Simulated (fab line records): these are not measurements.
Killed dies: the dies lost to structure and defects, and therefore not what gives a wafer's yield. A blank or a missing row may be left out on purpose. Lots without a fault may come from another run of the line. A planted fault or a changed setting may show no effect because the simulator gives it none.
fab line records + flow n5_finfet
record:
- lots: 13
- wafers: 38
- last_day: 17
route steps=1938 shown HKMG_FIN@461 TV_LITHO@1883 TV_OPEN@1888 PASSIVATION@1936
lots untouched by any fault: they come from a run of this same line in which no faults occurred
start_h: hours from the record's first day to the start of the lot's first wafer shown + wait_h: how many hours have passed since the lot's step before this one + " identical to the entry in the row above + L1.1+2: a row that stands for several wafers + - no value, or no start given + * or withheld: withheld + < > ~ a bound
route shown NAME@n: a module of which the file shows steps, and the number in the route of the first + usual: the fault-free wafers' mean and standard deviation + same: alike in all rows + chamber/n: place in a boat + sites: per-site readings + _std_site: standard deviation across them + _edge_site: the outer-site mean with the inner-site mean subtracted + radius_mm: for every site, how far away it sits from the centre of the wafer + mask NAME#n: copy n + behind: the tool/chamber that last shaped the wafer + hold: reason for holding the lot/hours on hold/outcome of the hold + device: the transistor (n, p or np) that didn't switch + end of line: tests run on the same wafers once the route is complete + a step with no rows: only its recipe + killed: the dies lost at the first sort to structure and to defects; this is not the yield of the wafer + map: dies across one wafer; x = killed, . = not, _ = none there
set.NAME: the setting that was run; set.NAME@STEP: the one run at that earlier step + model.NAME: the simulator's own value behind a step, which no gauge read
a sample of lots followed through the steps of the route, with each step as a table and each wafer as a row
services: when a tool's chamber went out of use (start_h, in hours from the record's first day, below 0 if earlier), for how many hours, and the reason
== steps ==
step: N5_HKMG_FIN_CMP_23
recipe:
- stop_on: SiNx
- t_overpolish_s: 10
- post_cmp_clean: rinse_only
- down_force_psi: 4
- platen_rpm: 50.289
- pad_velocity_m_s: 1.0006
- target_thk_nm: 46.326
usual:
- motor_current_A: 12.0/0.82
- overpolish_run_s: 9.999/0.0087
- slurry_flow_ml_min: 150.1/0.46
- time_to_endpoint_s: 11.6/2.5
| lot.wafer | tool   | chamber | start_h | wait_h | motor_current_A | overpolish_run_s | slurry_flow_ml_min | time_to_endpoint_s |
|-----------|--------|---------|---------|--------|-----------------|------------------|--------------------|--------------------|
| L672.3    | cmp-03 | 3       | 86.43   | 0.0    | 10.3            | 9.985            | 149.7              | 13.4               |
| L672.2    | "      | 1       | "       | "      | 11.6            | 10.004           | 150.6              | 9.1                |
| L672.6    | "      | 3       | "       | "      | 11.0            | 9.995            | 149.1              | 12.6               |
| L673.2    | cmp-04 | 1       | 92.61   | 0.0    | 11.1            | 9.993            | 150.1              | 8.8                |
| L673.6    | "      | 1       | "       | "      | 11.5            | 9.998            | 150.0              | 9.1                |
| L673.5    | "      | 2       | "       | "      | 12.5            | 9.986            | 149.3              | 10.1               |
| L675.4    | cmp-04 | 0       | 100.23  | 0.1    | 12.5            | 9.996            | 150.3              | 12.8               |
| L675.2    | "      | 2       | "       | "      | 12.3            | 10.001           | 149.9              | 12.4               |
| L675.6    | "      | 3       | "       | "      | 11.0            | 9.989            | 149.5              | 11.9               |
| L676.4    | cmp-04 | 1       | 109.21  | 0.0    | 11.3            | 9.996            | 150.7              | 9.4                |
| L676.2    | "      | 3       | "       | "      | 11.2            | 9.997            | 150.1              | 12.5               |
| L676.1    | "      | 0       | "       | "      | 13.0            | 10.011           | 149.2              | 12.8               |
| L677.2    | cmp-02 | 3       | 114.21  | 0.1    | 11.3            | 10.008           | 150.8              | 14.2               |
| L677.3    | "      | 1       | "       | "      | 13.6            | 10.009           | 150.4              | 16.3               |
| L677.6    | "      | 2       | "       | "      | 12.6            | 9.998            | 150.2              | 12.8               |
| L678.1    | cmp-02 | 1       | 120.71  | 0.1    | 13.2            | 10.000           | 150.3              | 11.9               |
| L678.3    | "      | 3       | "       | "      | 11.6            | 9.998            | 149.9              | 14.2               |
| L678.6    | "      | 0       | "       | "      | 12.0            | 10.010           | 150.0              | 13.1               |
| L679.2    | cmp-04 | 2       | 131.03  | 0.0    | 12.1            | 10.005           | 150.5              | 11.1               |
| L679.3    | "      | 0       | "       | "      | 12.9            | 10.001           | 150.6              | 12.0               |
| L679.6    | "      | 2       | "       | "      | 11.9            | 9.991            | 150.0              | 11.5               |
| L680.4    | cmp-02 | 3       | 138.05  | 0.1    | 12.2            | 10.012           | 149.9              | 10.4               |
| L680.3    | "      | 1       | "       | "      | 13.1            | 9.990            | 150.7              | 12.7               |
| L680.5    | "      | 2       | "       | "      | 13.1            | 9.991            | 150.0              | 14.0               |
| L681.2    | cmp-03 | 1       | 140.28  | 0.0    | 12.1            | 9.982            | 150.7              | 12.9               |
| L681.1    | "      | 3       | "       | "      | 10.8            | 10.008           | 149.9              | 12.5               |
| L681.4    | "      | 0       | "       | "      | 12.1            | 10.006           | 149.9              | 11.1               |
| L682.1    | cmp-02 | 2       | 153.72  | 0.0    | 12.8            | 9.997            | 150.3              | 15.1               |
| L682.4    | "      | 3       | "       | "      | 11.7            | 10.011           | 150.2              | 13.3               |
| L682.5    | "      | 2       | "       | "      | 13.9            | 10.015           | 150.5              | 13.8               |
| L684.4    | cmp-04 | 2       | 160.75  | 0.2    | 12.3            | 10.008           | 149.8              | 7.3                |
| L684.6    | "      | 0       | "       | "      | 12.7            | 9.994            | 151.0              | 12.1               |
| L684.5    | "      | 1       | "       | "      | 11.2            | 9.980            | 150.5              | 7.2                |
| L689.2    | cmp-04 | 3       | 188.40  | 0.2    | 11.0            | 10.002           | 149.3              | 10.3               |
| L689.1    | "      | 1       | "       | "      | 11.2            | 10.016           | 150.3              | 8.5                |
| L694.3    | cmp-04 | 0       | 218.11  | 0.0    | 12.8            | 9.999            | 150.0              | 10.5               |
| L694.4    | "      | 2       | "       | "      | 11.9            | 9.996            | 150.4              | 9.5                |
| L694.6    | "      | 0       | "       | "      | 13.1            | 10.012           | 150.1              | 10.2               |
step: N5_PASSIVATION_CD_MEAS_10
recipe:
- target_cd_nm: 3000
- landing_energy_ev: 500
- detector: se_inlens
usual:
- cd_nm: 3000.1/2.1
| lot.wafer | tool      | chamber | start_h | wait_h | cd_nm  |
|-----------|-----------|---------|---------|--------|--------|
| L672.2    | cd_sem-01 | 0       | 256.53  | -      | 2998.4 |
| L672.3    | "         | 0       | "       | "      | 3001.3 |
| L672.6    | "         | 0       | "       | "      | 3001.4 |
| L673.2    | cd_sem-02 | 0       | 274.34  | -      | 3000.7 |
| L673.5    | "         | 0       | "       | "      | 2998.7 |
| L673.6    | "         | 0       | "       | "      | 3000.1 |
| L675.2    | cd_sem-02 | 0       | 276.62  | -      | 3001.6 |
| L675.4    | "         | 0       | "       | "      | 3001.4 |
| L675.6    | "         | 0       | "       | "      | 3003.2 |
| L676.1    | cd_sem-01 | 0       | 289.64  | -      | 2997.9 |
| L676.2    | "         | 0       | "       | "      | 2999.0 |
| L676.4    | "         | 0       | "       | "      | 3000.0 |
| L677.2    | cd_sem-03 | 0       | 293.54  | -      | 2997.3 |
| L677.3    | "         | 0       | "       | "      | 2999.4 |
| L677.6    | "         | 0       | "       | "      | 3000.1 |
| L679.2    | cd_sem-01 | 0       | 303.05  | -      | 3002.1 |
| L679.3    | "         | 0       | "       | "      | 3000.3 |
| L679.6    | "         | 0       | "       | "      | 2997.5 |
| L680.3    | cd_sem-02 | 0       | 303.09  | -      | 2996.8 |
| L680.4    | "         | 0       | "       | "      | 2995.3 |
| L680.5    | "         | 0       | "       | "      | 2998.7 |
| L678.1    | cd_sem-03 | 0       | 303.32  | -      | 3001.3 |
| L678.3    | "         | 0       | "       | "      | 3001.6 |
| L678.6    | "         | 0       | "       | "      | 3001.3 |
| L681.1    | cd_sem-03 | 0       | 316.16  | -      | 3000.3 |
| L681.2    | "         | 0       | "       | "      | 3001.1 |
| L681.4    | "         | 0       | "       | "      | 2999.9 |
| L682.1    | cd_sem-01 | 0       | 331.90  | -      | 2997.2 |
| L682.4    | "         | 0       | "       | "      | 3001.4 |
| L682.5    | "         | 0       | "       | "      | 2999.3 |
| L684.4    | cd_sem-03 | 0       | 333.82  | -      | 2999.4 |
| L684.5    | "         | 0       | "       | "      | 2999.9 |
| L684.6    | "         | 0       | "       | "      | 2995.9 |
| L689.1    | cd_sem-03 | 0       | 371.77  | -      | 3000.2 |
| L689.2    | "         | 0       | "       | "      | 2998.8 |
| L694.3    | cd_sem-03 | 0       | 402.81  | -      | 2999.3 |
| L694.4    | "         | 0       | "       | "      | 2997.6 |
| L694.6    | "         | 0       | "       | "      | 3001.1 |
step: N5_PASSIVATION_VIA_ETCH_13
recipe:
- chemistry: CHF3/O2
- target: SiO2
- target_depth_a: 6600
- CHF3_flow_sccm: 50
- O2_flow_sccm: 5
- Ar_flow_sccm: 200
- time_s: 330
- mask_material: PR
- pressure_mtorr: 30
- source_w: 650
- bias_w: 170
- ion_energy_ev: 200
- ends: cleared
usual:
- drypump_motor_current_A: 5.72/0.28
- etch_rf_on_time_s: 234/6.2
- oes_product_au: 0.69/0.071
- rf_vpp_V: 527/10
- showerhead_plenum_p_Torr: 2.41/0.085
- throttle_valve_pct: 18.96/0.22
| lot.wafer | tool        | chamber | start_h | wait_h | drypump_motor_current_A | etch_rf_on_time_s | oes_product_au | rf_hours_counter_h | rf_vpp_V | showerhead_plenum_p_Torr | throttle_valve_pct |
|-----------|-------------|---------|---------|--------|-------------------------|-------------------|----------------|--------------------|----------|--------------------------|--------------------|
| L672.2    | rie_diel-06 | 1       | 256.77  | 0.0    | 5.94                    | 240               | 0.64           | 194                | 534      | 2.49                     | 19.04              |
| L672.3    | "           | 0       | "       | "      | 5.83                    | 238               | 0.65           | 175                | 511      | 2.40                     | 19.16              |
| L672.6    | "           | 1       | "       | "      | 5.90                    | 245               | 0.64           | -                  | 532      | 2.49                     | 19.03              |
| L673.2    | rie_diel-06 | 2       | 274.58  | 0.0    | 5.53                    | 243               | 0.62           | 236                | 522      | 2.36                     | 18.77              |
| L673.5    | "           | 3       | "       | "      | 5.77                    | 237               | 0.77           | -                  | 517      | 2.45                     | 19.12              |
| L673.6    | "           | 1       | "       | "      | 5.89                    | 247               | 0.64           | -                  | 532      | 2.49                     | 19.05              |
| L675.2    | rie_diel-05 | 1       | 276.92  | 0.0    | 5.73                    | 222               | 0.65           | 193                | 542      | 2.38                     | 18.57              |
| L675.4    | "           | 3       | "       | "      | 6.14                    | 236               | 0.76           | -                  | 543      | 2.55                     | 19.04              |
| L675.6    | "           | 1       | "       | "      | 5.76                    | 235               | 0.65           | -                  | 540      | 2.38                     | 18.59              |
| L676.1    | rie_diel-05 | 0       | 289.88  | 0.0    | 5.84                    | 227               | 0.67           | 181                | 517      | 2.30                     | 19.18              |
| L676.2    | "           | 2       | "       | "      | 5.57                    | 221               | 0.77           | 76                 | 523      | 2.44                     | 18.78              |
| L676.4    | "           | 1       | "       | "      | 5.74                    | 236               | 0.65           | 197                | 540      | 2.38                     | 18.59              |
| L677.2    | rie_diel-06 | 0       | 293.80  | 0.0    | 5.83                    | 239               | 0.64           | 183                | 510      | 2.40                     | 19.19              |
| L677.3    | "           | 2       | "       | "      | 5.54                    | 238               | 0.61           | 242                | 521      | 2.36                     | 18.81              |
| L677.6    | "           | 3       | "       | "      | 5.82                    | 237               | 0.77           | -                  | 517      | 2.44                     | 19.12              |
| L679.2    | rie_diel-06 | 3       | 303.30  | 0.0    | 5.81                    | 229               | 0.77           | 75                 | 517      | 2.44                     | 19.14              |
| L679.3    | "           | 0       | "       | "      | 5.81                    | 237               | 0.64           | 187                | 512      | 2.40                     | 19.20              |
| L679.6    | "           | 1       | "       | "      | 5.92                    | 242               | 0.63           | -                  | 532      | 2.49                     | 19.07              |
| L680.3    | rie_diel-05 | 2       | 303.33  | 0.0    | 5.58                    | 224               | 0.75           | 80                 | 524      | 2.44                     | 18.78              |
| L680.4    | "           | 0       | "       | "      | 5.84                    | 235               | 0.67           | 186                | 516      | 2.30                     | 19.18              |
| L680.5    | "           | 3       | "       | "      | 6.14                    | 240               | 0.75           | -                  | 544      | 2.55                     | 19.06              |
| L678.1    | rie_diel-03 | 0       | 303.82  | 0.0    | 5.36                    | 231               | 0.63           | 240                | 533      | 2.37                     | 19.05              |
| L678.3    | "           | 2       | "       | "      | 5.53                    | 229               | 0.77           | 34                 | 532      | 2.56                     | 18.80              |
| L678.6    | "           | 3       | "       | "      | 5.23                    | 235               | 0.65           | -                  | 515      | 2.40                     | 19.08              |
| L681.1    | rie_diel-03 | 1       | 316.42  | 0.0    | 6.21                    | 224               | 0.62           | 236                | 525      | 2.29                     | 19.16              |
| L681.2    | "           | 3       | "       | "      | 5.25                    | 228               | 0.64           | 224                | 514      | 2.40                     | 19.10              |
| L681.4    | "           | 2       | "       | "      | 5.52                    | 230               | 0.78           | 37                 | 530      | 2.56                     | 18.79              |
| L682.1    | rie_diel-03 | 1       | 332.14  | 0.0    | 6.22                    | 232               | 0.62           | 241                | 527      | 2.28                     | 19.16              |
| L682.4    | "           | 0       | "       | "      | 5.38                    | 239               | 0.62           | -                  | 533      | 2.36                     | 19.07              |
| L682.5    | "           | 1       | "       | "      | 6.22                    | 234               | 0.62           | -                  | 526      | 2.28                     | 19.16              |
| L684.4    | rie_diel-05 | 1       | 334.06  | 0.0    | 5.76                    | 232               | 0.63           | 212                | 541      | 2.37                     | 18.59              |
| L684.5    | "           | 0       | "       | "      | 5.86                    | 232               | 0.66           | -                  | 516      | 2.30                     | 19.21              |
| L684.6    | "           | 1       | "       | "      | 5.75                    | 227               | 0.63           | -                  | 539      | 2.37                     | 18.62              |
| L689.1    | rie_diel-06 | 1       | 372.01  | 0.0    | 5.89                    | 239               | 0.62           | 232                | 532      | 2.48                     | 19.09              |
| L689.2    | "           | 2       | "       | "      | 5.54                    | 240               | 0.86           | 12                 | 522      | 2.35                     | 18.36              |
| L694.3    | rie_diel-05 | 2       | 403.77  | 0.0    | 5.56                    | 219               | 0.74           | 108                | 522      | 2.42                     | 18.82              |
| L694.4    | "           | 0       | "       | "      | 5.83                    | 235               | 0.65           | 217                | 516      | 2.29                     | 19.23              |
| L694.6    | "           | 1       | "       | "      | 5.72                    | 236               | 0.61           | -                  | 541      | 2.36                     | 18.64              |
step: N5_PASSIVATION_PROBE_49
usual:
- killed_at_M0_to_M3: 33/9.1
- killed_at_M4_up: 14/5.6
- killed_at_contacts: 13/5.7
- killed_at_front_end: 42/12
- killed_at_other: 4/3
- killed_dies: 105/16
- killed_on_rim: 13/4
- killed_open: 69/11
- killed_short: 34/7.5
same:
- gross_dies: 1180
- killed_at_back_side: 0
| lot.wafer | tool      | chamber | start_h | wait_h | killed_at_M0_to_M3 | killed_at_M4_up | killed_at_contacts | killed_at_front_end | killed_at_other | killed_dies | killed_on_rim | killed_open | killed_short |
|-----------|-----------|---------|---------|--------|--------------------|-----------------|--------------------|---------------------|-----------------|-------------|---------------|-------------|--------------|
| L680.3    | prober-02 | -       | 310.98  | 0.1    | 43                 | 15              | 12                 | 228                 | 4               | 302         | 45            | 61          | 30           |
| L680.4    | prober-02 | -       | 311.03  | 0.2    | 27                 | 11              | 11                 | 272                 | 3               | 324         | 43            | 47          | 36           |
| L680.5    | prober-02 | -       | 311.08  | 0.2    | 25                 | 11              | 11                 | 260                 | 0               | 307         | 45            | 49          | 17           |
| L682.1    | prober-01 | -       | 340.73  | 0.0    | 22                 | 17              | 9                  | 293                 | 2               | 343         | 48            | 69          | 27           |
| L682.4    | prober-01 | -       | 340.88  | 0.2    | 17                 | 12              | 15                 | 269                 | 1               | 314         | 41            | 61          | 20           |
| L682.5    | prober-01 | -       | 340.93  | 0.2    | 21                 | 10              | 9                  | 275                 | 4               | 319         | 42            | 61          | 27           |
killed by level:class
L680.3 HKMG_FIN:unspecified=210 BEOL_M2:geometric_particle:open=16 MOL_CONTACT_COAG:geometric_particle:open=11 BEOL_M3:geometric_particle:open=7 GATE_CUT:geometric_particle:short=6 BEOL_M1:geometric_particle:short=5 BEOL_M2:geometric_particle:short=5 BEOL_M4:geometric_particle:open=4
L680.4 HKMG_FIN:unspecified=239 MOL_CONTACT_COAG:geometric_particle:open=10 BEOL_M3:geometric_particle:open=7 STARTING-WAFER:geometric_particle:short=7 BEOL_M2:geometric_particle:open=6 GATE_CUT:geometric_particle:short=4 BEOL_M0:geometric_particle:open=4 BEOL_M4:geometric_particle:open=4
L680.5 HKMG_FIN:unspecified=241 MOL_CONTACT_COAG:geometric_particle:open=8 BEOL_M4:geometric_particle:open=7 BEOL_M0_SAQP:geometric_particle:open=5 BEOL_M3:geometric_particle:open=5 FIN_SAQP:geometric_particle:open=4 BEOL_M1:geometric_particle:open=4 BEOL_M2:geometric_particle:open=4
L682.1 HKMG_FIN:unspecified=246 FIN_SAQP:geometric_particle:open=14 BEOL_M3:geometric_particle:open=9 STI_FIN_REVEAL:geometric_particle:open=8 BEOL_M4:geometric_particle:open=8 MOL_CONTACT_COAG:geometric_particle:open=7 FIN_SAQP:geometric_particle:short=5 GATE_CUT:geometric_particle:open=5
L682.4 HKMG_FIN:unspecified=230 MOL_CONTACT_COAG:geometric_particle:open=12 FIN_SAQP:geometric_particle:open=11 STI_FIN_REVEAL:geometric_particle:open=11 BEOL_M3:geometric_particle:open=5 BEOL_M1:geometric_particle:open=4 BEOL_M1:geometric_particle:short=4 FIN_SAQP:geometric_particle:short=3
L682.5 HKMG_FIN:unspecified=229 STI_FIN_REVEAL:geometric_particle:open=12 FIN_SAQP:geometric_particle:short=8 MOL_CONTACT_COAG:geometric_particle:open=8 FIN_SAQP:geometric_particle:open=7 BEOL_M1:geometric_particle:open=6 STI_FIN_REVEAL:geometric_particle:short=5 BEOL_M4:geometric_particle:open=5
== services ==
| tool        | chamber | start_h | hours | kind   |
|-------------|---------|---------|-------|--------|
| rie_diel-03 | -       | 76.83   | 0.6   | repair |
| rie_diel-06 | 2       | 78.81   | 9.3   | repair |
| cmp-02      | -       | 79.13   | 3.5   | pm     |
| cmp-02      | -       | 91.49   | 1.4   | repair |
| rie_diel-03 | 2       | 100.80  | 22.0  | repair |
| rie_diel-06 | 1       | 113.13  | 2.7   | repair |
| cmp-04      | -       | 128.42  | 0.5   | repair |
| rie_diel-05 | 2       | 147.57  | 7.4   | repair |
| cmp-04      | -       | 209.70  | 5.9   | pm     |
| rie_diel-03 | 2       | 214.25  | 38.8  | repair |
| cmp-02      | -       | 220.16  | 4.0   | pm     |
| cmp-02      | -       | 243.49  | 2.6   | repair |
| rie_diel-06 | 0       | 270.40  | 9.1   | repair |
| rie_diel-05 | 2       | 270.47  | 12.0  | repair |
| cmp-04      | -       | 275.28  | 4.1   | repair |
| cmp-04      | -       | 304.80  | 4.0   | pm     |
| cmp-02      | -       | 306.34  | 4.8   | pm     |
| rie_diel-05 | 3       | 312.55  | 6.6   | repair |
| rie_diel-05 | 2       | 317.23  | 1.2   | repair |
| cmp-02      | -       | 323.75  | 10.4  | pm     |
| rie_diel-03 | 2       | 331.22  | 2.2   | repair |
| cmp-04      | -       | 370.71  | 0.5   | repair |
| rie_diel-06 | -       | 392.00  | 1.8   | repair |
| cmp-02      | -       | 403.02  | 3.3   | repair |
== key ==
first_sign:
- step: N5_PASSIVATION_PROBE_49
- reading: killed_at_front_end
- direction: up
- sigmas: 18
- usual: 42
- struck: 266
effect:
- step: N5_PASSIVATION_PROBE_49
- reading: killed_dies
- direction: up
- sigmas: 13
- usual: 105
- struck: 318
more_kills_born_at:
- N5_HKMG_FIN_CMP_23@cmp-02: 1395
met_at N5_HKMG_FIN_CMP_23
struck_lots L680,L682
tester_left_out L680,L682
not_acting_at N5_PASSIVATION_CD_MEAS_10,N5_PASSIVATION_VIA_ETCH_13
onset_between 120.71 138.05
fault:
- kind: chamber_particle_source
- tool: cmp-02
- chamber: -
- onset_h: 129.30
- steps: N5_HKMG_FIN_CMP_23
- rate_per_visit_cm2: 0.40285
- end_h: 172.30
tester_left_out: of these lots the tester's yield and bins aren't shown, on N5 and GAA mostly nor the transistor test; their killed dies are dies lost to structure and defects alone, not to doping, threshold or leakage, so they don't give the yield
